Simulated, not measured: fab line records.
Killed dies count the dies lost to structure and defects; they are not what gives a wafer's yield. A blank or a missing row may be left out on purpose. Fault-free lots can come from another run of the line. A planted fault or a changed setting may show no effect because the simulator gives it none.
Chamber matching	flow nandHarc	NHARC_A_STAIRCASE_DESCUM_291 on rieDiel-08 has 4 sister chambers
The step chemistry O2, time 3 s. 16 wafers are shown with their chamber, then 8 later ones without.

## WAFERS, EACH WITH ITS CHAMBER
wafer	chamber	showerheadPlenumPTorr (Torr)	oesProductAu (a.u.)	rfVppV (V)
L078.1	2	1.90	0.998	59.2
L078.4	0	1.91	1.005	57.9
L078.5	2	1.90	0.998	58.8
L081.1	0	1.91	0.990	56.9
L081.2	1	1.94	1.011	57.4
L081.5	0	1.91	0.995	57.8
L084.1	1	1.94	1.009	58.9
L084.2	2	1.89	1.010	57.5
L084.3	3	1.79	0.991	56.5
L086.2	3	1.79	0.982	57.0
L086.5	3	1.79	0.982	57.2
L086.6	0	1.90	1.001	59.3
L090.1	3	1.78	0.988	58.4
L090.2	0	1.90	1.008	56.7
L090.4	2	1.88	1.007	58.0
L095.1	1	1.93	1.016	58.7

SIGNATURES (means of the wafers above)
reading	chamber 0	chamber 1	chamber 2	chamber 3	scatter within a chamber
showerheadPlenumPTorr	1.9060	1.9367	1.8925	1.7875	0.00669
oesProductAu	0.99980	1.01200	1.00325	0.98575	0.00589
rfVppV	57.720	58.333	58.375	57.275	0.88
Rule: distance of a wafer from a chamber = root of the sum over the readings of ((wafer's reading minus chamber's mean) / reading's scatter) squared. The wafer belongs to the nearest chamber; if the next one is less than 2 further off, it can't be placed. The scatter is the square root of a quotient: the sum, over the shown wafers, of each reading's squared deviation from its chamber's mean, divided by wafers minus chambers.

## WAFERS WITH NO CHAMBER GIVEN
wafer	showerheadPlenumPTorr (Torr)	oesProductAu (a.u.)	rfVppV (V)
L095.3	1.90	1.019	58.2
L095.4	1.78	1.004	56.9
L096.1	1.93	1.003	58.1
L096.3	1.78	0.988	55.3
L096.5	1.93	1.001	58.4
L097.3	1.78	0.997	56.0
L097.4	1.89	1.024	58.2
L097.5	1.78	0.999	57.2

## WHICH CHAMBER EACH ONE RAN IN
wafer	from the rows above	in truth
L095.3	can't be placed: 2 or 0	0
L095.4	3	3
L096.1	can't be placed: 1 or 0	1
L096.3	3	3
L096.5	can't be placed: 1 or 0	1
L097.3	3	3
L097.4	can't be placed: 2 or 0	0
L097.5	3	3
4 of 8 placed correctly. Cannot be placed on the basis of these rows: 4; the candidates contain the true chamber in 4. Number placed wrongly: 0.
